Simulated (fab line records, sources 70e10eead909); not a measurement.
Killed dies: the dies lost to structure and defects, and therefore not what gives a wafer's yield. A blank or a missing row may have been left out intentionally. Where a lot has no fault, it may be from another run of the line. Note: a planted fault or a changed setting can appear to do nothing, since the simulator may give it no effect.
fab line records	flow nandHarc
record lots=12	wafers=36	lastDay=24
route steps=1159 shown A_CONTACT@949 A_BLC@975 END@1159
lots untouched by any fault: they come from a run of this same line in which no faults occurred
startH: hours from the record's opening day to when the first of the lot's shown wafers began	waitH: hours elapsed since this lot's preceding step	" unchanged from the row above	L1.1+2: a row that stands for several wafers	- value missing, or start not given	* or withheld: withheld	< > ~ a bound
route shown NAME@n: names a module that has steps shown in the file, with the first one's number in the route	usual: mean/standard deviation taken from wafers without a fault	same: alike in all rows	chamber/n: place in a boat	sites: per-site readings	_std_site: standard deviation of those values	_edge_site: inner sites' mean taken away from outer sites' mean	radiusMm: for every site, how far away it sits from the centre of the wafer	mask NAME#n: copy n	behind: the most recent tool/chamber to have shaped the wafer	hold: what put the lot on hold/how long, in hours/how the hold closed	device: which transistor (n, p or np) failed to switch	end of line: at the end of the route, the tests of the same wafers	where a step has no rows: the recipe by itself	killed: count of dies lost to structure and defects at first sort (not the wafer's yield)	map: per-die view of a wafer (x killed, . not killed, _ where there is no die)
set.NAME: the setting the step ran with; set.NAME@STEP: the setting that earlier step ran with	model.NAME: the simulator's own value behind a step, which no gauge read
the route's steps for a sample of lots (tables are steps, rows are wafers)
services: the hour from which a tool's chamber was out of use, counted from the record's first day as startH (under 0 if before that day), plus the number of hours and why
## steps
# step NHARC_A_CONTACT_ETCH_92
# recipe targetDepthA=400	overEtchFrac=0.5	timeS=85.7	ionEnergyEv=120	ch3fFlowSccm=50	o2FlowSccm=30	arFlowSccm=200	rfW=500	biasW=100	chemistry=CH3F/O2
# usual drypumpMotorCurrentA=5.7/0.37	oesProductAu=0.95/0.034	rfVppV=244.7/1.4	showerheadPlenumPTorr=2.48/0.088	throttleValvePct=20.662/0.0095
lot.wafer	tool	chamber	startH	waitH	drypumpMotorCurrentA	oesProductAu	rfHoursCounterH	rfVppV	showerheadPlenumPTorr	throttleValvePct
L596.2	rieDiel-04	3	395.48	0.4	6.2	0.94	41	245.0	2.46	20.666
L596.6	"	2	"	"	5.6	0.93	-	244.6	2.38	20.660
L596.5	"	3	"	"	6.2	0.93	-	245.7	2.46	20.664
L593.3	rieDiel-04	0	397.48	0.3	5.9	0.94	40	245.8	2.50	20.679
L593.6	"	3	"	"	6.2	0.94	-	245.9	2.46	20.678
L593.5	"	0	"	"	5.9	0.94	-	245.2	2.50	20.677
L594.4	rieDiel-03	1	404.08	0.3	5.6	1.00	1	246.9	2.61	20.656
L594.1	"	3	"	"	6.4	1.00	1	245.0	2.54	20.664
L594.6	"	0	"	"	5.4	1.00	-	242.2	2.31	20.655
L597.1	rieDiel-03	3	418.28	0.4	6.3	0.91	3	246.6	2.54	20.664
L597.2	"	0	"	"	5.4	0.92	3	242.9	2.31	20.653
L597.6	"	3	"	"	6.4	0.92	-	245.2	2.54	20.669
L604.3	rieDiel-11	2	475.88	0.3	6.1	0.93	34	246.6	2.60	20.669
L604.2	"	3	"	"	5.9	0.92	35	244.0	2.50	20.669
L604.1	"	0	"	"	5.3	0.93	36	243.7	2.43	20.648
L605.4	rieDiel-03	0	480.49	0.3	5.4	1.00	14	241.7	2.31	20.667
L605.5	"	2	"	"	5.4	0.99	-	246.1	2.54	20.667
L605.6	"	3	"	"	6.3	0.99	-	246.5	2.53	20.657
L611.3	rieDiel-03	0	499.43	0.3	5.4	0.92	18	241.9	2.31	20.648
L611.2	"	1	"	"	5.6	0.92	14	246.0	2.61	20.656
L611.1	"	2	"	"	5.4	0.92	16	245.2	2.54	20.668
L609.4	rieDiel-03	1	505.21	0.3	5.6	0.92	15	246.3	2.61	20.652
L609.2	"	2	"	"	5.4	0.91	17	244.4	2.54	20.666
L609.6	"	1	"	"	5.5	0.93	-	247.3	2.61	20.673
L613.4	rieDiel-03	3	507.27	0.3	6.4	0.93	19	245.7	2.53	20.657
L613.2	"	0	"	"	5.4	0.93	20	241.4	2.31	20.673
L613.6	"	0	"	"	5.4	0.92	-	244.0	2.31	20.658
L610.3	rieDiel-11	1	513.25	0.3	5.5	0.92	47	245.5	2.48	20.675
L610.2	"	2	"	"	6.1	0.93	46	246.8	2.59	20.670
L610.6	"	0	"	"	5.2	0.93	-	244.1	2.42	20.675
L612.1	rieDiel-04	2	515.73	0.4	5.6	0.92	16	242.0	2.37	20.663
L612.4	"	1	"	"	5.0	0.93	15	243.9	2.40	20.673
L612.6	"	3	"	"	6.2	0.92	-	243.1	2.45	20.657
L614.2	rieDiel-03	2	522.79	0.4	5.4	0.91	22	245.4	2.53	20.666
L614.3	"	3	"	"	6.3	0.92	22	246.7	2.53	20.674
L614.5	"	2	"	"	5.4	0.91	-	246.6	2.53	20.660
# step NHARC_A_CONTACT_ETCH_98
# recipe targetDepthA=200	overEtchFrac=0.5	timeS=10	ionEnergyEv=250	c4f6FlowSccm=25	o2FlowSccm=20	arFlowSccm=500	rfW=600	biasW=500	chemistry=C4F6/O2
# usual drypumpMotorCurrentA=5.7/0.38	oesProductAu=0.970/0.022	rfVppV=547.3/2.7	showerheadPlenumPTorr=3.95/0.13	throttleValvePct=26.904/0.0087
lot.wafer	tool	chamber	startH	waitH	drypumpMotorCurrentA	oesProductAu	rfHoursCounterH	rfVppV	showerheadPlenumPTorr	throttleValvePct
L596.2	rieDiel-04	3	-	-	6.2	0.947	41	547.3	3.93	26.908
L596.6	"	0	"	"	5.9	0.952	-	549.0	3.99	26.903
L596.5	"	1	"	"	5.0	0.935	-	545.5	3.86	26.898
L593.3	rieDiel-04	1	-	-	5.0	0.964	42	543.8	3.86	26.911
L593.5	"	1	"	"	5.0	0.976	-	544.9	3.86	26.902
L593.6	"	2	"	"	5.6	0.985	-	544.3	3.81	26.911
L594.4	rieDiel-03	1	-	-	5.6	1.000	1	550.9	4.16	26.895
L594.1	"	2	"	"	5.4	0.994	1	549.4	4.05	26.891
L594.6	"	1	"	"	5.6	1.004	-	551.0	4.16	26.913
L597.1	rieDiel-03	2	418.43	0.1	5.4	0.949	3	549.3	4.05	26.904
L597.2	"	3	"	"	6.4	0.955	3	548.6	4.04	26.892
L597.6	"	0	"	"	5.4	0.953	-	543.8	3.71	26.898
L604.1	rieDiel-11	2	-	-	6.1	0.966	34	549.8	4.13	26.898
L604.2	"	3	"	"	5.9	0.961	35	547.0	3.98	26.896
L604.3	"	0	"	"	5.3	0.960	36	546.8	3.87	26.912
L605.4	rieDiel-03	1	-	-	5.5	1.003	11	551.6	4.15	26.917
L605.6	"	3	"	"	6.3	1.004	-	550.8	4.03	26.880
L605.5	"	0	"	"	5.4	0.994	-	543.2	3.70	26.897
L611.1	rieDiel-03	1	-	-	5.6	0.950	14	552.1	4.15	26.906
L611.3	"	2	"	"	5.4	0.935	16	548.2	4.04	26.909
L611.2	"	3	"	"	6.4	0.932	17	549.5	4.03	26.895
L609.2	rieDiel-03	3	-	-	6.4	0.950	18	548.3	4.03	26.913
L609.4	"	1	"	"	5.6	0.977	15	551.8	4.15	26.900
L609.6	"	0	"	"	5.4	0.957	-	542.5	3.70	26.904
L613.4	rieDiel-03	3	-	-	6.4	0.975	19	550.2	4.03	26.896
L613.2	"	1	"	"	5.6	0.959	16	551.1	4.15	26.924
L613.6	"	2	"	"	5.4	0.950	-	549.0	4.04	26.884
L610.2	rieDiel-11	0	-	-	5.3	0.963	50	544.3	3.87	26.890
L610.3	"	2	"	"	6.1	0.953	46	551.2	4.13	26.914
L610.6	"	1	"	"	5.5	0.968	-	546.9	3.96	26.921
L612.4	rieDiel-04	3	-	-	6.2	0.958	18	545.9	3.90	26.906
L612.1	"	1	"	"	5.1	0.963	15	544.7	3.83	26.904
L612.6	"	3	"	"	6.2	0.964	-	547.1	3.90	26.898
L614.2	rieDiel-03	3	-	-	6.4	0.938	22	547.7	4.03	26.898
L614.3	"	0	"	"	5.4	0.932	24	541.6	3.69	26.902
L614.5	"	2	"	"	5.4	0.934	-	550.2	4.04	26.908
# step NHARC_A_CONTACT_CMP_20
# recipe tOverpolishS=30	targetThkNm=300
# usual edgeZonePressureFrac=1.000/0.0055	motorCurrentA=12.1/1.3	overpolishRunS=30.000/0.0085	timeToEndpointS=59.6/2.4
lot.wafer	tool	chamber	startH	waitH	edgeZonePressureFrac	motorCurrentA	overpolishRunS	timeToEndpointS
L596.2	cmp-02	3	403.05	0.8	1.000	11.8	30.003	65.4
L596.5	"	3	"	"	1.001	12.0	30.005	60.5
L596.6	"	0	"	"	1.006	13.2	30.010	61.6
L593.3	cmp-01	0	403.69	0.6	0.996	10.5	29.999	59.9
L593.5	"	3	"	"	1.003	11.3	30.002	59.4
L593.6	"	0	"	"	0.996	10.3	29.992	58.4
L594.4	cmp-02	3	406.46	0.4	1.004	11.9	30.004	66.8
L594.1	"	1	"	"	1.006	14.3	30.002	64.1
L594.6	"	3	"	"	1.009	10.7	30.015	62.6
L597.2	cmp-04	1	424.12	0.7	0.998	10.9	30.000	61.2
L597.1	"	2	"	"	0.996	11.0	29.981	58.2
L597.6	"	3	"	"	0.995	13.2	30.005	60.2
L604.1	cmp-04	0	487.25	0.8	-	-	-	-
L604.2	"	1	"	"	-	-	-	-
L604.3	"	2	"	"	-	-	-	-
L605.4	cmp-02	3	487.95	0.4	-	-	-	-
L605.6	"	3	"	"	-	-	-	-
L605.5	"	0	"	"	-	-	-	-
L611.2	cmp-04	1	502.36	0.8	1.003	11.0	29.998	63.3
L611.3	"	3	"	"	1.006	13.2	29.995	63.4
L611.1	"	0	"	"	1.004	11.8	30.001	61.5
L609.2	cmp-01	0	507.64	0.8	1.001	10.2	30.007	59.3
L609.4	"	2	"	"	0.997	12.0	29.988	59.5
L609.6	"	0	"	"	1.007	10.2	30.021	57.9
L613.2	cmp-04	0	509.82	0.8	1.004	11.4	29.996	59.4
L613.4	"	2	"	"	0.996	10.9	29.989	58.3
L613.6	"	1	"	"	0.998	11.6	30.010	58.9
L610.3	cmp-04	0	515.71	0.4	0.995	11.8	29.994	60.2
L610.2	"	2	"	"	1.002	11.0	30.004	59.7
L610.6	"	3	"	"	0.993	13.2	29.999	63.4
L612.1	cmp-02	1	519.10	0.8	0.999	15.3	30.014	59.4
L612.4	"	3	"	"	0.984	11.9	29.992	58.9
L612.6	"	1	"	"	0.990	14.6	30.014	61.6
L614.2	cmp-02	0	527.43	0.6	1.002	13.3	29.992	61.6
L614.3	"	2	"	"	0.999	12.3	30.004	65.4
L614.5	"	0	"	"	0.996	13.2	30.006	60.9
# step NHARC_A_CONTACT_INSPECT_23
# usual rawDefectCount=415/120
lot.wafer	tool	chamber	startH	waitH	rawDefectCount
L596.2	defectInspect-01	-	403.45	0.1	566
L596.5	"	-	"	"	315
L596.6	"	-	"	"	529
L593.3	defectInspect-02	-	404.07	0.1	387
L593.5	"	-	"	"	413
L593.6	"	-	"	"	319
L594.1	defectInspect-02	-	406.84	0.1	526
L594.4	"	-	"	"	679
L594.6	"	-	"	"	446
L597.1	defectInspect-01	-	424.50	0.1	516
L597.2	"	-	"	"	413
L597.6	"	-	"	"	466
L604.1	defectInspect-02	-	487.62	0.1	2651
L604.2	"	-	"	"	2602
L604.3	"	-	"	"	2510
L605.4	defectInspect-01	-	488.35	0.1	2483
L605.5	"	-	"	"	2502
L605.6	"	-	"	"	2540
L611.1	defectInspect-01	-	502.76	0.1	257
L611.2	"	-	"	"	256
L611.3	"	-	"	"	280
L609.2	defectInspect-02	-	508.02	0.1	657
L609.4	"	-	"	"	359
L609.6	"	-	"	"	720
L613.2	defectInspect-01	-	510.22	0.1	269
L613.4	"	-	"	"	240
L613.6	"	-	"	"	251
L610.2	defectInspect-02	-	516.08	0.1	405
L610.3	"	-	"	"	334
L610.6	"	-	"	"	424
L612.1	defectInspect-01	-	519.48	0.1	236
L612.4	"	-	"	"	396
L612.6	"	-	"	"	316
L614.2	defectInspect-01	-	527.83	0.1	374
L614.3	"	-	"	"	505
L614.5	"	-	"	"	555
# step NHARC_A_BLC_OVL_MEAS_11
# usual overlayXNm=-0.2/0.85	overlayYNm=0.0/0.89
lot.wafer	tool	chamber	startH	waitH	overlayXNm	overlayYNm
L596.2	overlay-01	-	404.05	-	-1.9	0.6
L596.5	"	-	"	"	-1.9	0.0
L596.6	"	-	"	"	-2.1	0.3
L593.3	overlay-01	-	404.67	-	-0.5	0.9
L593.5	"	-	"	"	-0.3	1.8
L593.6	"	-	"	"	-0.6	1.8
L594.1	overlay-02	-	407.44	-	0.1	-0.2
L594.4	"	-	"	"	-0.1	0.6
L594.6	"	-	"	"	0.1	0.4
L597.1	overlay-02	-	424.97	-	-0.4	-0.5
L597.2	"	-	"	"	0.3	-0.4
L597.6	"	-	"	"	0.2	-0.3
L611.1	overlay-02	-	503.36	-	-0.6	0.8
L611.2	"	-	"	"	-1.3	1.2
L611.3	"	-	"	"	-1.5	0.4
L609.2	overlay-02	-	508.62	-	-0.7	2.4
L609.4	"	-	"	"	-0.3	2.6
L609.6	"	-	"	"	-1.0	2.5
L613.2	overlay-02	-	510.81	-	-0.6	0.1
L613.4	"	-	"	"	-0.5	0.0
L613.6	"	-	"	"	-1.0	-0.2
L610.2	overlay-02	-	516.68	-	-1.0	-0.6
L610.3	"	-	"	"	-1.0	-0.3
L610.6	"	-	"	"	-1.1	-0.8
L612.1	overlay-01	-	520.08	-	1.0	-0.5
L612.4	"	-	"	"	1.3	0.0
L612.6	"	-	"	"	0.8	-0.3
L614.2	overlay-01	-	528.54	-	-0.1	-0.2
L614.3	"	-	"	"	-0.5	0.5
L614.5	"	-	"	"	-0.6	-0.1
# step NHARC_END_SORT_01
# recipe tempC=25
# usual killedAtArray=25/9.8	killedAtOther=0.8/1.1	killedAtPeriphery=3.3/2.1	killedDies=29/10	killedOpen=3.3/1.8	killedShort=1.9/1.4
# same grossDies=677
lot.wafer	tool	chamber	startH	waitH	killedAtArray	killedAtOther	killedAtPeriphery	killedDies	killedOpen	killedShort
L605.4	prober-02	0	542.83	3.4	675	1	1	677	0	2
L605.5	prober-02	0	543.63	3.7	674	0	3	677	4	4
L605.6	prober-02	0	544.43	4.0	677	0	0	677	2	2
L604.1	prober-01	0	548.20	2.5	671	1	5	677	6	2
L604.2	prober-01	0	549.00	2.8	673	0	4	677	5	3
L604.3	prober-01	0	549.80	3.1	675	0	2	677	4	2
# killed by level:class
L605.4 A_CONTACT:areaCmp=632 A_SLIT:chamberFilmFlake=18 A_STAIRCASE:chamberFilmFlake=13 A_CONTACT:chamberFilmFlake=4 A_CHANNEL_HOLE_D1:chamberFilmFlake=3 A_M1:chamberFilmFlake=2 A_ONON_D1:geometricParticle:short=1 A_CHANNEL_FILL_D1:geometricParticle:short=1
L605.5 A_CONTACT:areaCmp=633 A_SLIT:chamberFilmFlake=12 A_STAIRCASE:chamberFilmFlake=9 A_CONTACT:chamberFilmFlake=6 A_CHANNEL_HOLE_D1:chamberFilmFlake=5 A_M1:chamberFilmFlake=2 P_STI:geometricParticle:short=1 P_CONTACT:geometricParticle:open=1
L605.6 A_CONTACT:areaCmp=649 A_SLIT:chamberFilmFlake=7 A_CONTACT:chamberFilmFlake=7 A_CHANNEL_HOLE_D1:chamberFilmFlake=5 A_STAIRCASE:chamberFilmFlake=5 A_ONON_D1:geometricParticle:short=1 A_CHANNEL_HOLE_D1:geometricParticle:short=1 A_CONTACT:geometricParticle:open=1
L604.1 A_CONTACT:areaCmp=657 A_CHANNEL_HOLE_D1:chamberFilmFlake=6 P_CONTACT:geometricParticle:open=3 A_CONTACT:geometricParticle:open=3 A_STAIRCASE:chamberFilmFlake=2 A_SLIT:geometricParticle:short=1 A_M0:geometricParticle:short=1 P_STI:chamberFilmFlake=1
L604.2 A_CONTACT:areaCmp=659 A_CHANNEL_HOLE_D1:chamberFilmFlake=4 A_CONTACT:chamberFilmFlake=4 P_CONTACT:geometricParticle:open=2 A_SGD_CUT:geometricParticle:open=1 P_CONTACT:geometricParticle:short=1 A_CHANNEL_FILL_D1:geometricParticle:short=1 A_CHANNEL_FILL_D1:geometricParticle:open=1
L604.3 A_CONTACT:areaCmp=662 A_CHANNEL_HOLE_D1:chamberFilmFlake=5 A_STAIRCASE:chamberFilmFlake=2 P_M1:geometricParticle:open=1 A_CHANNEL_FILL_D1:geometricParticle:open=1 A_SGD_CUT:geometricParticle:short=1 A_CONTACT:geometricParticle:short=1 A_BLC:geometricParticle:open=1
## services
tool	chamber	startH	hours	kind
rieDiel-03	0	371.55	-	clean
rieDiel-03	1	371.55	-	clean
rieDiel-03	2	371.55	-	clean
rieDiel-03	3	371.55	-	clean
cmp-01	-	375.50	4.0	pm
rieDiel-03	1	392.33	9.0	ventCycle
rieDiel-03	2	392.33	9.0	ventCycle
rieDiel-03	3	392.33	9.0	ventCycle
rieDiel-11	2	399.95	2.8	repair
cmp-04	-	400.04	4.0	pm
rieDiel-03	0	401.33	-	clean
rieDiel-03	1	401.33	-	clean
rieDiel-03	2	401.33	-	clean
rieDiel-03	3	401.33	-	clean
rieDiel-03	1	413.39	7.9	repair
rieDiel-03	0	425.85	-	clean
rieDiel-03	1	425.85	-	clean
cmp-02	-	440.17	4.0	pm
cmp-01	-	440.52	10.1	repair
rieDiel-11	1	442.47	8.3	repair
rieDiel-04	-	466.06	9.0	pm
cmp-01	-	473.50	4.0	pm
rieDiel-04	-	491.98	0.2	repair
cmp-04	-	498.04	4.0	pm
## key
firstSign step=NHARC_A_CONTACT_CMP_20	reading=toolRecord	direction=missing
effect step=NHARC_A_CONTACT_INSPECT_23	reading=rawDefectCount	direction=up	sigmas=18	usual=415	struck=2548
effect step=NHARC_END_SORT_01	reading=killedAtArray	direction=up	sigmas=66	usual=25	struck=674
moreKillsBornAt NHARC_A_CONTACT_CMP_20@cmp-04=1978	NHARC_A_CONTACT_CMP_20@cmp-02=1914
metAt NHARC_A_CONTACT_CMP_20
struckLots L604,L605
laterRowsLeftOut L604.1,L604.2,L604.3,L605.4,L605.5,L605.6
testerLeftOut L604,L605
notActingAt NHARC_A_CONTACT_ETCH_92,NHARC_A_CONTACT_ETCH_98,NHARC_A_BLC_OVL_MEAS_11
onsetBetween 424.12 487.25
fault kind=skippedStepWhole	tool=cmp-02,cmp-04	chamber=-	onsetH=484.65	steps=NHARC_A_CONTACT_CMP_20	scope=struckLotsOnly
# testerLeftOut: of these lots the tester's yield and bins aren't shown, on N5 and GAA mostly nor the transistor test; their killed dies are dies lost to structure and defects alone, not to doping, threshold or leakage, so they don't give the yield
# laterRowsLeftOut: the simulator's readings of these wafers behind a module that went badly wrong aren't trusted and aren't shown, but for the sort
